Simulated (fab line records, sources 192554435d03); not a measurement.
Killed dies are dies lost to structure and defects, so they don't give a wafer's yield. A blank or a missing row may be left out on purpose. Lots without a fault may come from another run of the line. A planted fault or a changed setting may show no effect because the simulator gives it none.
Chamber matching | flow n5_finfet | N5_BEOL_M1_CMP_52 on cmp-03: 4 sister chambers
The step polishes, stops on SiOC, t overpolish 6.8 s, target thk 40 nm. 7 wafers are shown with their chamber, then 10 later ones without.

WAFERS WITH THEIR CHAMBER
wafer  | chamber | motor_current_A (A) | barrier_field_endpoint_s (s)
L084.2 | 2       | 4.9                 | 25.2
L085.6 | 0       | 6.3                 | 24.8
L086.1 | 0       | 6.2                 | 24.3
L086.3 | 2       | 4.9                 | 25.5
L086.4 | 1       | 5.9                 | 24.5
L087.2 | 1       | 5.8                 | 25.0
L087.3 | 3       | 6.0                 | 24.8

WAFERS WITHOUT THEIR CHAMBER
wafer  | motor_current_A (A) | barrier_field_endpoint_s (s)
L087.5 | 5.9                 | 25.0
L090.1 | 4.6                 | 25.2
L090.3 | 6.2                 | 24.4
L090.5 | 5.8                 | 24.8
L092.3 | 5.9                 | 25.4
L092.4 | 6.2                 | 25.8
L092.6 | 4.7                 | 25.3
L094.1 | 6.0                 | 24.4
L094.5 | 6.0                 | 25.0
L094.6 | 4.6                 | 25.5

WHICH CHAMBER EACH WENT THROUGH
wafer  | from the rows above     | in truth
L087.5 | can't be placed: 1 or 3 | 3
L090.1 | 2                       | 2
L090.3 | 0                       | 0
L090.5 | 1                       | 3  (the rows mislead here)
L092.3 | can't be placed: 1 or 3 | 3
L092.4 | can't be placed: 0 or 3 | 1
L092.6 | 2                       | 2
L094.1 | can't be placed: 3 or 1 | 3
L094.5 | 3                       | 3
L094.6 | 2                       | 2
Placed correctly: 5 of 10. Can't be placed from these rows: 4 (the true chamber is among the candidates in 3). Placed wrongly: 1.
How it was worked out, from the rows above alone: a wafer's distance from a chamber is the root of the sum, over the readings, of the square of ((its reading less the chamber's mean) divided by the reading's scatter). The wafer belongs to the nearest chamber; if the next one is less than 2 further off, it can't be placed. A chamber's mean is the mean of its shown wafers. The scatter: the root of (the sum of the squares of (reading less its chamber's mean) over the shown wafers, divided by (wafers less chambers)).
